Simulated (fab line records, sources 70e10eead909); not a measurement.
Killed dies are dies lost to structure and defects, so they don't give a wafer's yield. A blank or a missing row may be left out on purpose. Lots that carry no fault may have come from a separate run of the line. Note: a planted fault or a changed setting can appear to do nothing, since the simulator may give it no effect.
The tool behind it: which one?    flow nand harc    Sampling: 11 lots, 33 wafers, 2 of 1302 route steps

WHAT THE GAUGES READ, wafer by wafer
NHARC_P_ZERO_WELL_CD_MEAS_11: target cd 500 nm.
lot   measured      on         cd nm (nm)
L315  day 1 21:14   cd sem-01  502.8 502.4 501.2
L316  day 2 07:14   cd sem-02  499.3 497.5 498.6
L322  day 4 19:07   cd sem-03  501.4 501.8 499.1
L324  day 5 15:14   cd sem-03  500.9 501.7 501.6
L325  day 6 01:14   cd sem-03  501.6 501.2 499.1
L327  day 6 21:15   cd sem-02  498.6 499.5 491.7
L328  day 7 07:15   cd sem-03  495.3 499.6 502.3
L329  day 7 17:07   cd sem-02  501.8 496.0 494.8
L330  day 8 03:07   cd sem-03  500.7 500.7 505.0
L336  day 10 15:07  cd sem-02  501.4 498.0 499.1
L338  day 11 11:14  cd sem-03  498.5 501.2 498.1

WHAT TOOL EACH LOT RAN ON (gives the tool, then ch and the chambers of the sampled wafers, and finally the start)
lot   NHARC_P_ZERO_WELL_SOFTBAKE_06
L315  litho track-05 ch 0, day 1 20:00
L316  litho track-05 ch 0, day 2 06:00
L322  litho track-05 ch 0, day 4 18:00
L324  litho track-05 ch 0, day 5 14:00
L325  litho track-05 ch 0, day 6 00:00
L327  litho track-05 ch 0, day 6 20:00
L328  litho track-05 ch 0, day 7 06:00
L329  litho track-05 ch 0, day 7 16:00
L330  litho track-07 ch 0, day 8 02:00
L336  litho track-05 ch 0, day 10 14:00
L338  litho track-05 ch 0, day 11 10:00
- NHARC_P_ZERO_WELL_SOFTBAKE_06: time 70 s.

THE ANSWER, worked out from the rows above alone
Rule: the lots themselves supply what counts as usual. Put in order of their means at a reading, lots are off if they are a third of the lots or fewer, leave a main group of 4 or more, and stand apart from it by a gap of 3 or more times the standard deviation of the main group's means; of several such gaps the widest counts. The tables above print the reading to a certain number of digits; a main group whose means all agree to those digits is not used. Also off: a lot with no number at a reading for which 4 or more lots have one. The other lots that the step has rows for count as sound.
No lot is off at any reading shown: from this, nothing can be told.

WHAT THE SIMULATOR HAD PUT IN
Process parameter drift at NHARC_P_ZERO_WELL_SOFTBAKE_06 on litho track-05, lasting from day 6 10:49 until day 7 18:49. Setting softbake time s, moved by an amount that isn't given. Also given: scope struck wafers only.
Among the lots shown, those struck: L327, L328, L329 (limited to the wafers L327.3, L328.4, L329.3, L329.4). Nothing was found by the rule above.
